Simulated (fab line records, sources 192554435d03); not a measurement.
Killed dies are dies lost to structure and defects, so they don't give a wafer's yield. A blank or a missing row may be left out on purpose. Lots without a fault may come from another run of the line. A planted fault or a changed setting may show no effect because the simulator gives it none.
Chamber matching | flow n5_finfet | N5_BEOL_M4_PRE_CLEAN_60 on cvd_co-01: 3 sister chambers
The step time 15 s. 14 wafers are shown with their chamber, then 6 later ones without.

WAFERS WITH THEIR CHAMBER
wafer  | chamber | heater_power_w (W)
L358.4 | 0       | 85
L358.5 | 1       | 112
L358.6 | 2       | 90
L359.2 | 2       | 90
L359.3 | 0       | 82
L359.4 | 1       | 112
L370.1 | 1       | 114
L370.3 | 0       | 86
L370.4 | 0       | 84
L374.3 | 1       | 114
L374.6 | 2       | 89
L375.1 | 1       | 114
L375.4 | 0       | 84
L375.5 | 2       | 92

SIGNATURES (means of the wafers above)
reading        | chamber 0 | chamber 1 | chamber 2 | scatter within a chamber
heater_power_w | 84.20     | 113.20    | 90.25     | 1.29
Rule: a wafer's distance from a chamber is the root of the sum, over the readings, of the square of ((its reading less the chamber's mean) divided by the reading's scatter). The wafer belongs to the nearest chamber; if the next one is less than 2 further off, it can't be placed. The scatter: the root of (the sum of the squares of (reading less its chamber's mean) over the shown wafers, divided by (wafers less chambers)).

WAFERS WITHOUT THEIR CHAMBER
wafer  | heater_power_w (W)
L377.2 | 90
L377.4 | 90
L377.6 | 114
L378.1 | 90
L378.2 | 114
L378.6 | 91

WHICH CHAMBER EACH WENT THROUGH
wafer  | from the rows above | in truth
L377.2 | 2                   | 2
L377.4 | 2                   | 2
L377.6 | 1                   | 1
L378.1 | 2                   | 2
L378.2 | 1                   | 1
L378.6 | 2                   | 2
Placed correctly: 6 of 6. Can't be placed from these rows: 0. Placed wrongly: 0.
